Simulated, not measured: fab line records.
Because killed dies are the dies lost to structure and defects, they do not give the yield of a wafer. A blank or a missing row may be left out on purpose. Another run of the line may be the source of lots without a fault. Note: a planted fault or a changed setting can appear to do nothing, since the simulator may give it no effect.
fab line records	flow nand-harc	part 1 of 2: steps 1 to 27 of 41
record lots=5	wafers=15	last-day=30
route steps=1302 shown A_SLIT@945 A_SIN_REMOVE@947 A_WL_FILL@952 A_CONTACT@983
lots with no fault: from the same line, run without faults
start-h: start of the lot's first displayed wafer, in hours after the record's first day	wait-h: hours since the lot's step before	" identical to the entry in the row above	L1.1+2: a single row standing in for several wafers	- value missing, or start not given	* or withheld: withheld	< > ~ a bound
route shown NAME@n: a module of which the file shows steps, and the number in the route of the first	usual: mean and standard deviation over wafers with no fault	same: alike in all rows	chamber/n: place in a boat	sites: per-site readings	_std_site: the standard deviation of these	_edge_site: the outer-site mean with the inner-site mean subtracted	radius-mm: for every site, how far away it sits from the centre of the wafer	mask NAME#n: copy n	behind: the tool/chamber that last shaped the wafer	hold: why the lot was held/for how many hours/how that ended	device: the n, p or np transistor that did not switch	end of line: the same wafers' tests at the end of the route	where a step has no rows: the recipe by itself	killed: the dies lost at the first sort to structure and to defects; this is not the yield of the wafer	map: dies across one wafer; x = killed, . = not, _ = none there
set.NAME: the run value of the setting; set.NAME@STEP: its run value at that earlier step	model.NAME: the simulator's own value behind a step, which no gauge read
certain route steps with their lots: each step a table, each wafer a row
services: the hour from which a tool's chamber was out of use, counted from the record's first day as start-h (under 0 if before that day), plus the number of hours and why
## steps
# step NHARC_A_SLIT_SRD_20
lot.wafer	tool	chamber	start-h	wait-h
L081.1+4+6	wet-bench-03	3,4,7	-	-
L083.2+4+5	wet-bench-03	0,2,3	-	-
L086.4+5+3	wet-bench-09	7,1,2	-	-
L088.6+5+4	wet-bench-03	2,4,7	-	-
L090.2+5+1	wet-bench-09	4,5,6	-	-
# step NHARC_A_SLIT_CD_MEAS_21
# usual cd-nm=289.6/1
lot.wafer	tool	chamber	start-h	wait-h	cd-nm
L081.1	cd-sem-01	-	548.01	-	290.3
L081.4	"	-	"	"	290.5
L081.6	"	-	"	"	289.9
L083.2	cd-sem-01	-	553.87	-	288.4
L083.4	"	-	"	"	288.7
L083.5	"	-	"	"	287.5
L086.3	cd-sem-02	-	568.52	-	290.1
L086.4	"	-	"	"	290.6
L086.5	"	-	"	"	289.8
L088.4	cd-sem-02	-	592.13	-	290.0
L088.5	"	-	"	"	290.1
L088.6	"	-	"	"	289.6
L090.1	cd-sem-02	-	625.60	-	287.8
L090.2	"	-	"	"	287.7
L090.5	"	-	"	"	288.6
# step NHARC_A_SIN_REMOVE_WET_00
# recipe temp-c=160	time-s=15300	chemistry=H3PO4
lot.wafer	tool	chamber	start-h	wait-h
L081.1+4+6	wet-h3po4-02	0	549.68	1.7
L083.2+4+5	wet-h3po4-02	1	555.54	1.7
L086.3+4+5	wet-h3po4-01	1	570.19	1.7
L088.4+5+6	wet-h3po4-01	0	593.79	1.7
L090.1+2+5	wet-h3po4-01	1	626.89	1.3
# step NHARC_A_SIN_REMOVE_PRECLEAN_01
# recipe time-s=*	temp-c=50	bath-age-min=0	chemistry=SC1
# usual nh4oh-flow-mL-min=28.30/0.1
lot.wafer	tool	chamber	start-h	wait-h	nh4oh-flow-mL-min
L081.4	wet-bench-01	6	554.42	0.0	28.11
L081.6	"	0	"	"	28.39
L081.1	"	1	"	"	28.28
L083.4	wet-bench-02	6	560.38	0.0	28.32
L083.2	"	1	"	"	28.30
L083.5	"	3	"	"	28.31
L086.5	wet-bench-01	5	574.99	0.0	28.34
L086.3	"	7	"	"	28.23
L086.4	"	1	"	"	28.21
L088.5	wet-bench-06	7	598.62	0.0	28.43
L088.4	"	1	"	"	28.27
L088.6	"	2	"	"	28.24
L090.5	wet-bench-06	2	631.62	0.0	28.21
L090.2	"	4	"	"	28.34
L090.1	"	7	"	"	28.30
# step NHARC_A_SIN_REMOVE_SRD_02
lot.wafer	tool	chamber	start-h	wait-h
L081.4+6+1	wet-bench-01	6,0,1	-	-
L083.4+2+5	wet-bench-02	6,1,3	-	-
L086.5+3+4	wet-bench-01	5,7,1	-	-
L088.5+4+6	wet-bench-06	7,1,2	-	-
L090.5+2+1	wet-bench-06	2,4,7	-	-
# step NHARC_A_SIN_REMOVE_INSPECT_04
# usual raw-defect-count=400/100
lot.wafer	tool	chamber	start-h	wait-h	raw-defect-count
L081.1	defect-inspect-02	-	554.59	0.0	359
L081.4	"	-	"	"	310
L081.6	"	-	"	"	340
L083.2	defect-inspect-01	-	560.56	0.0	384
L083.4	"	-	"	"	443
L083.5	"	-	"	"	357
L086.3	defect-inspect-01	-	575.18	0.0	396
L086.4	"	-	"	"	347
L086.5	"	-	"	"	400
L088.4	defect-inspect-01	-	598.79	0.0	399
L088.5	"	-	"	"	350
L088.6	"	-	"	"	419
L090.1	defect-inspect-01	-	631.80	0.0	397
L090.2	"	-	"	"	420
L090.5	"	-	"	"	440
# step NHARC_A_WL_FILL_ALD_00
# recipe target-thk-a=30	pulse-time-s=3	ald-cycles=30	temp-c=300	material=Al2O3
# usual heater-power-w=475/30	precursor-pulse-height-rel=1.001/0.02
lot.wafer	tool	chamber	start-h	wait-h	heater-power-w	precursor-pulse-height-rel
L081.1	ald-hk-01	3	554.69	0.1	501	1.024
L081.4	"	1	"	"	521	1.010
L081.6	"	3	"	"	499	0.997
L083.4	ald-hk-03	1	560.98	0.4	511	1.013
L083.2	"	2	"	"	496	0.974
L083.5	"	0	"	"	495	0.975
L086.4	ald-hk-01	1	575.24	0.1	502	1.030
L086.3	"	2	"	"	424	1.044
L086.5	"	1	"	"	517	1.002
L088.4	ald-hk-03	1	598.94	0.1	482	0.976
L088.6	"	2	"	"	454	0.983
L088.5	"	3	"	"	438	1.014
L090.2	ald-hk-02	3	631.89	0.1	504	1.016
L090.1	"	0	"	"	463	1.005
L090.5	"	3	"	"	502	1.002
# step NHARC_A_WL_FILL_RTA_01
# recipe temp-c=1000	time-s=5
# usual lamp-power-pct=30.2/0.7	wafer_temp_C_max=1003.3/0.9
lot.wafer	tool	chamber	start-h	wait-h	lamp-power-pct	wafer_temp_C_max
L081.1	rtp-anneal-02	0	554.93	-	29.5	1003.8
L081.4	"	0	"	"	29.5	1003.2
L081.6	"	0	"	"	29.5	1002.2
L083.2	rtp-anneal-02	0	561.25	-	29.5	1002.9
L083.4	"	0	"	"	29.6	1004.3
L083.5	"	0	"	"	29.5	1003.6
L086.3	rtp-anneal-02	0	575.57	-	29.6	1002.2
L086.4	"	0	"	"	29.5	1002.6
L086.5	"	0	"	"	29.5	1003.4
L088.4	rtp-anneal-01	0	599.26	-	31.0	1003.0
L088.5	"	0	"	"	31.0	1004.6
L088.6	"	0	"	"	31.0	1003.6
L090.1	rtp-anneal-02	0	632.12	-	29.5	1002.6
L090.2	"	0	"	"	29.6	1002.4
L090.5	"	0	"	"	29.5	1004.6
# step NHARC_A_WL_FILL_ALD_02
# recipe target-thk-a=20	pulse-time-s=3	ald-cycles=100	temp-c=450	material=TiN
# usual heater-power-w=1096/110	precursor-pulse-height-rel=0.999/0.021
lot.wafer	tool	chamber	start-h	wait-h	heater-power-w	precursor-pulse-height-rel
L081.1	ald-metal-03	3	555.14	0.2	1063	0.998
L081.6	"	3	"	"	1072	0.970
L081.4	"	1	"	"	1180	1.017
L083.2	ald-metal-02	3	561.48	0.2	1007	0.988
L083.4	"	1	"	"	1167	1.029
L083.5	"	3	"	"	1002	1.001
L086.3	ald-metal-01	1	575.73	0.1	1177	0.988
L086.4	"	3	"	"	1314	0.977
L086.5	"	2	"	"	870	0.979
L088.4	ald-metal-02	2	599.39	0.1	1161	0.983
L088.5	"	2	"	"	1153	0.979
L088.6	"	3	"	"	1010	0.985
L090.1	ald-metal-01	1	632.34	0.2	1162	0.970
L090.2	"	0	"	"	1073	0.963
L090.5	"	2	"	"	890	0.984
# step NHARC_A_WL_FILL_CVD_03
# recipe target-thk-a=400	temp-c=300	pressure-torr=40	wf6-flow-sccm=40	h2-flow-sccm=1600	ar-flow-sccm=1560	time-s=279	material=W
# usual heater-power-w=462/33	throttle-valve-pct=7.9/0.39
lot.wafer	tool	chamber	start-h	wait-h	heater-power-w	throttle-valve-pct
L081.1	cvd-w-02	1	555.65	0.1	453	7.9
L081.4	"	1	"	"	447	7.5
L081.6	"	1	"	"	442	7.6
L083.2	cvd-w-02	0	561.93	0.1	433	8.4
L083.4	"	1	"	"	459	8.0
L083.5	"	1	"	"	436	7.7
L086.3	cvd-w-02	1	576.26	0.2	442	7.8
L086.4	"	0	"	"	434	8.7
L086.5	"	0	"	"	436	8.4
L088.4	cvd-w-01	1	599.99	0.2	468	7.7
L088.6	"	0	"	"	502	7.2
L088.5	"	1	"	"	470	7.7
L090.1	cvd-w-01	0	633.19	0.5	512	7.6
L090.2	"	1	"	"	463	7.9
L090.5	"	1	"	"	460	7.7
# step NHARC_A_WL_FILL_ETCHBACK_04
# recipe target-depth-a=600	time-s=120	chemistry=NF3
# usual drypump-motor-current-A=5.68/0.29	oes-product-au=0.995/0.009
lot.wafer	tool	chamber	start-h	wait-h	drypump-motor-current-A	oes-product-au	rf-hours-counter-h
L081.1	rie-metal-03	1	556.03	0.3	5.70	1.005	0.2
L081.4	"	0	"	"	5.36	0.986	-
L081.6	"	1	"	"	5.71	1.007	-
L083.2	rie-metal-02	1	562.25	0.3	6.25	0.996	1.5
L083.4	"	0	"	"	5.63	1.003	-
L083.5	"	1	"	"	6.24	1.008	-
L086.4	rie-metal-02	1	576.60	0.2	6.26	0.994	-
L086.3	"	0	"	"	5.62	0.995	-
L086.5	"	0	"	"	5.63	0.989	-
L088.4	rie-metal-01	1	600.27	0.2	5.85	0.994	-
L088.6	"	1	"	"	5.85	0.983	-
L088.5	"	0	"	"	5.40	1.018	-
L090.2	rie-metal-01	0	633.56	0.3	5.40	1.007	1.6
L090.1	"	1	"	"	5.83	0.971	1.6
L090.5	"	0	"	"	5.40	1.009	-
# step NHARC_A_WL_FILL_ETCHBACK_05
# recipe target-depth-a=220	time-s=60	temp-c=40	chemistry=Cl2/BCl3
# usual drypump-motor-current-A=5.69/0.29	oes-product-au=0.996/0.0092
lot.wafer	tool	chamber	start-h	wait-h	drypump-motor-current-A	oes-product-au	rf-hours-counter-h
L081.1	rie-metal-03	0	556.28	0.2	5.39	0.994	0.4
L081.4	"	0	"	"	5.37	0.996	-
L081.6	"	1	"	"	5.71	1.003	-
L083.2	rie-metal-02	0	562.49	0.2	5.62	0.995	1.7
L083.4	"	1	"	"	6.27	1.000	-
L083.5	"	0	"	"	5.62	0.992	-
L086.3	rie-metal-02	1	576.80	0.1	6.25	0.997	-
L086.4	"	0	"	"	5.64	0.992	-
L086.5	"	0	"	"	5.64	0.985	-
L088.4	rie-metal-01	1	600.48	0.2	5.82	0.975	-
L088.5	"	0	"	"	5.39	1.003	-
L088.6	"	1	"	"	5.83	0.982	-
L090.2	rie-metal-01	0	633.80	0.2	5.36	1.003	1.7
L090.1	"	1	"	"	5.82	0.987	1.7
L090.5	"	1	"	"	5.83	0.976	-
# step NHARC_A_WL_FILL_STRIP_27
# recipe power-w=1500	temp-c=250	time-s=20	chemistry=N2/H2
# usual drypump-motor-current-A=5.7/0.62	heater-power-w=353/36
lot.wafer	tool	chamber	start-h	wait-h	drypump-motor-current-A	heater-power-w	rf-hours-counter-h
L081.1	plasma-asher-01	1	556.44	0.1	5.1	419	3
L081.4	"	0	"	"	5.0	310	-
L081.6	"	1	"	"	5.1	404	-
L083.2	plasma-asher-02	1	562.64	0.1	6.6	370	23
L083.4	"	0	"	"	5.6	337	-
L083.5	"	0	"	"	5.6	347	-
L086.3	plasma-asher-02	0	576.96	0.1	5.6	349	-
L086.4	"	1	"	"	6.5	367	-
L086.5	"	1	"	"	6.6	376	-
L088.4	plasma-asher-02	0	600.63	0.1	5.7	345	-
L088.6	"	0	"	"	5.6	341	-
L088.5	"	1	"	"	6.6	378	-
L090.1	plasma-asher-02	0	633.94	0.1	5.6	354	1
L090.2	"	1	"	"	6.6	354	1
L090.5	"	1	"	"	6.6	341	-
# step NHARC_A_WL_FILL_STRIP_28
# recipe time-s=1200	temp-c=72.5	chemistry=post-etch-residue-remover
lot.wafer	tool	chamber	start-h	wait-h
L081.1+4+6	wet-bench-05	5,6,7	556.62	0.2
L083.5+4+2	wet-bench-07	3,7,0	562.82	0.0
L086.4+5+3	wet-bench-03	2,4,6	577.10	0.1
L088.5+4+6	wet-bench-07	1,3,4	600.78	0.1
L090.1+2+5	wet-bench-03	4,5,6	634.12	0.2
# step NHARC_A_WL_FILL_PRECLEAN_06
# recipe time-s=300	chemistry=DIW
lot.wafer	tool	chamber	start-h	wait-h
L081.1+4+6	wet-bench-05	5,6,7	-	-
L083.5+4+2	wet-bench-07	3,7,0	-	-
L086.4+5+3	wet-bench-03	2,4,6	-	-
L088.5+4+6	wet-bench-07	1,3,4	-	-
L090.1+2+5	wet-bench-03	4,5,6	-	-
# step NHARC_A_WL_FILL_SRD_07
lot.wafer	tool	chamber	start-h	wait-h
L081.1+4+6	wet-bench-05	5,6,7	-	-
L083.5+4+2	wet-bench-07	3,7,0	-	-
L086.4+5+3	wet-bench-03	2,4,6	-	-
L088.5+4+6	wet-bench-07	1,3,4	-	-
L090.1+2+5	wet-bench-03	4,5,6	-	-
# step NHARC_A_WL_FILL_ANNEAL_08
# recipe temp-c=450	time-s=1800
lot.wafer	tool	chamber	start-h	wait-h
L081.1+4+6	furnace-02	0	561.22	-
L083.2+4+5	furnace-04	0	566.05	-
L086.3+4+5	furnace-08	0	582.76	-
L088.4+5+6	furnace-02	0	604.47	-
L090.1+2+5	furnace-02	0	636.75	-
# step NHARC_A_WL_FILL_ALD_10
# recipe target-thk-a=500	pulse-time-s=10	ald-cycles=500	temp-c=300	material=SiO2
# usual heater-power-w=481/32	precursor-pulse-height-rel=1.002/0.02
lot.wafer	tool	chamber	start-h	wait-h	heater-power-w	precursor-pulse-height-rel
L081.1	ald-hk-02	1	562.71	0.1	511	0.997
L081.4	"	0	564.25	1.6	463	1.019
L081.6	"	1	"	"	498	1.023
L083.2	ald-hk-03	2	569.62	2.1	479	1.025
L083.4	"	3	570.65	3.2	422	0.984
L083.5	"	0	571.69	4.2	468	0.988
L086.4	ald-hk-01	0	584.76	0.6	455	0.972
L086.3	"	1	"	"	504	0.983
L086.5	"	3	586.28	2.1	485	0.994
L088.4	ald-hk-02	0	606.48	0.6	479	1.020
L088.6	"	3	608.01	2.1	509	1.032
L088.5	"	0	"	"	471	1.010
L090.2	ald-hk-02	0	638.23	0.1	471	1.037
L090.1	"	3	639.79	1.6	512	1.009
L090.5	"	0	"	"	471	0.979
# step NHARC_A_WL_FILL_ETCHBACK_16
# recipe target-depth-a=1200	time-s=24	c4f8-flow-sccm=withheld	o2-flow-sccm=8	ar-flow-sccm=withheld	rf-w=600	bias-w=800	chemistry=C4F8/O2/Ar
# usual oes-product-au=0.979/0.028	rf-vpp-V=722/3.7
lot.wafer	tool	chamber	start-h	wait-h	oes-product-au	rf-hours-counter-h	rf-vpp-V
L081.1	rie-diel-12	1	-	-	1.011	5.2	728
L081.4	"	2	"	"	1.003	4.7	728
L081.6	"	0	"	"	0.994	-	722
L083.2	rie-diel-13	0	-	-	0.990	1.2	722
L083.4	"	1	"	"	0.990	1.4	723
L083.5	"	3	"	"	1.003	-	724
L086.4	rie-diel-03	3	-	-	0.932	2.4	718
L086.3	"	1	"	"	0.912	2.4	721
L086.5	"	2	"	"	0.923	-	722
L088.4	rie-diel-13	2	-	-	0.993	2.3	719
L088.5	"	1	"	"	0.985	-	723
L088.6	"	2	"	"	0.985	-	718
L090.1	rie-diel-03	1	-	-	0.952	4.3	721
L090.2	"	2	"	"	0.954	4.5	722
L090.5	"	0	"	"	0.942	-	717
# step NHARC_A_WL_FILL_STRIP_29
# recipe time-s=20	o2-flow-sccm=500	ar-flow-sccm=0	bias-w=0	chemistry=O2
# usual drypump-motor-current-A=5.7/0.32	oes-product-au=0.996/0.0098	rf-vpp-V=57.8/0.89	showerhead-plenum-p-Torr=3.48/0.12	throttle-valve-pct=17.036/0.0094
lot.wafer	tool	chamber	start-h	wait-h	drypump-motor-current-A	oes-product-au	rf-hours-counter-h	rf-vpp-V	showerhead-plenum-p-Torr	throttle-valve-pct
L081.1	rie-diel-12	1	567.44	0.1	5.2	1.011	5.2	56.7	3.68	17.025
L081.4	"	3	"	"	6.3	1.003	5.5	57.2	3.34	17.040
L081.6	"	2	"	"	5.3	0.990	-	57.9	3.67	17.028
L083.4	rie-diel-13	3	575.41	0.1	6.0	1.007	0.7	57.6	3.64	17.067
L083.2	"	1	"	"	5.7	0.983	1.4	58.6	3.52	17.039
L083.5	"	0	"	"	6.0	1.000	-	57.8	3.53	17.050
L086.4	rie-diel-03	0	588.95	0.1	5.4	0.998	2.4	57.3	3.36	17.044
L086.3	"	2	"	"	6.0	0.996	2.5	58.9	3.50	17.024
L086.5	"	1	"	"	5.6	0.976	-	58.3	3.43	17.037
L088.4	rie-diel-13	2	610.68	0.1	5.6	0.992	2.3	57.4	3.34	17.045
L088.6	"	0	"	"	6.0	1.000	-	56.7	3.53	17.046
L088.5	"	1	"	"	5.7	1.006	-	58.5	3.52	17.027
L090.2	rie-diel-03	0	643.00	0.1	5.4	1.008	4.3	56.0	3.36	17.047
L090.1	"	2	"	"	6.0	1.004	4.6	57.7	3.50	17.038
L090.5	"	0	"	"	5.4	1.013	-	56.9	3.36	17.038
# step NHARC_A_WL_FILL_ETCHBACK_17
# recipe target-depth-a=40	time-s=26.7	chemistry=Cl2/BCl3
# usual drypump-motor-current-A=5.68/0.29	oes-product-au=0.996/0.0086
lot.wafer	tool	chamber	start-h	wait-h	drypump-motor-current-A	oes-product-au	rf-hours-counter-h
L081.1	rie-metal-01	0	567.55	-	5.40	0.997	2.1
L081.4	"	1	"	"	5.83	0.980	-
L081.6	"	0	"	"	5.41	0.994	-
L083.2	rie-metal-03	1	575.51	-	5.72	0.985	0.5
L083.4	"	0	"	"	5.34	0.979	-
L083.5	"	1	"	"	5.69	0.999	-
L086.4	rie-metal-02	1	589.07	-	6.26	1.007	-
L086.3	"	0	"	"	5.63	0.990	-
L086.5	"	1	"	"	6.23	1.007	-
L088.4	rie-metal-02	1	610.82	-	6.25	0.992	-
L088.6	"	0	"	"	5.63	0.996	-
L088.5	"	1	"	"	6.23	0.999	-
L090.2	rie-metal-02	0	643.08	-	5.61	1.001	0
L090.1	"	1	"	"	6.27	1.017	0
L090.5	"	1	"	"	6.27	1.008	-
# step NHARC_A_WL_FILL_PRECLEAN_18
# recipe time-s=30	chemistry=dHF
lot.wafer	tool	chamber	start-h	wait-h
L081.6+4+1	wet-bench-05	3,6,7	567.71	0.1
L083.5+4+2	wet-bench-03	1,3,6	575.68	0.1
L086.5+3+4	wet-bench-07	7,0,1	589.22	0.1
L088.6+4+5	wet-bench-03	3,6,0	610.95	0.1
L090.2+5+1	wet-bench-03	4,5,7	643.27	0.2
# step NHARC_A_WL_FILL_SRD_21
lot.wafer	tool	chamber	start-h	wait-h
L081.6+4+1	wet-bench-05	3,6,7	567.74	0.0
L083.5+4+2	wet-bench-03	1,3,6	-	-
L086.5+3+4	wet-bench-07	7,0,1	589.25	0.0
L088.6+4+5	wet-bench-03	3,6,0	610.97	0.0
L090.2+5+1	wet-bench-03	4,5,7	643.29	0.0
# step NHARC_A_WL_FILL_CVD_23
# recipe target-thk-a=400	temp-c=620	pressure-mtorr=200	time-s=800	material=poly-Si
lot.wafer	tool	chamber	start-h	wait-h
L081.1+4+6	lpcvd-poly-03	0	570.67	2.9
L083.2+4+5	lpcvd-poly-03	0	578.15	2.4
L086.3+4+5	lpcvd-poly-01	0	592.00	2.8
L088.4+5+6	lpcvd-poly-01	0	613.41	2.4
L090.1+2+5	lpcvd-poly-01	0	645.72	2.4
# step NHARC_A_WL_FILL_ETCHBACK_26
# recipe target-depth-a=520	time-s=13.3	hbr-flow-sccm=150	rf-w=350	icp-w=350	bias-w=60	chemistry=HBr
# usual drypump-motor-current-A=5.7/0.33	oes-product-au=0.999/0.01	throttle-valve-pct=23.265/0.0078
lot.wafer	tool	chamber	start-h	wait-h	drypump-motor-current-A	oes-product-au	rf-hours-counter-h	throttle-valve-pct
L081.4	rie-si-02	1	573.24	0.4	5.7	1.000	0.8	23.258
L081.1	"	3	"	"	5.7	0.997	0.7	23.270
L081.6	"	1	"	"	5.7	0.999	-	23.261
L083.2	rie-si-01	0	580.77	0.4	6.2	1.000	0.1	23.269
L083.4	"	2	"	"	5.1	0.992	0.2	23.283
L083.5	"	0	"	"	6.2	0.996	-	23.260
L086.4	rie-si-02	2	594.59	0.4	5.2	1.009	0.8	23.264
L086.3	"	0	"	"	6.0	0.999	0.9	23.255
L086.5	"	3	"	"	5.7	0.984	-	23.268
L088.4	rie-si-04	0	615.99	0.4	5.9	0.998	0.6	23.269
L088.6	"	2	"	"	5.3	1.024	-	23.282
L088.5	"	3	"	"	5.7	0.999	-	23.268
L090.1	rie-si-04	0	648.31	0.4	5.9	0.991	0.7	23.264
L090.2	"	1	"	"	5.9	0.990	0.7	23.260
L090.5	"	0	"	"	5.9	0.983	-	23.271
# step NHARC_A_WL_FILL_PRECLEAN_30
# recipe time-s=10	chemistry=dHF
lot.wafer	tool	chamber	start-h	wait-h
L081.4+1+6	wet-bench-07	6,7,2	573.39	0.1
L083.4+5+2	wet-bench-07	3,6,7	580.90	0.1
L086.5+3+4	wet-bench-07	6,7,0	594.74	0.1
L088.4+5+6	wet-bench-07	2,3,5	616.11	0.1
L090.1+5+2	wet-bench-05	4,6,0	648.46	0.1
# step NHARC_A_WL_FILL_SRD_14
lot.wafer	tool	chamber	start-h	wait-h
L081.4+1+6	wet-bench-07	6,7,2	573.41	0.0
L083.4+5+2	wet-bench-07	3,6,7	580.92	0.0
L086.5+3+4	wet-bench-07	6,7,0	594.76	0.0
L088.4+5+6	wet-bench-07	2,3,5	616.13	0.0
L090.1+5+2	wet-bench-05	4,6,0	648.48	0.0
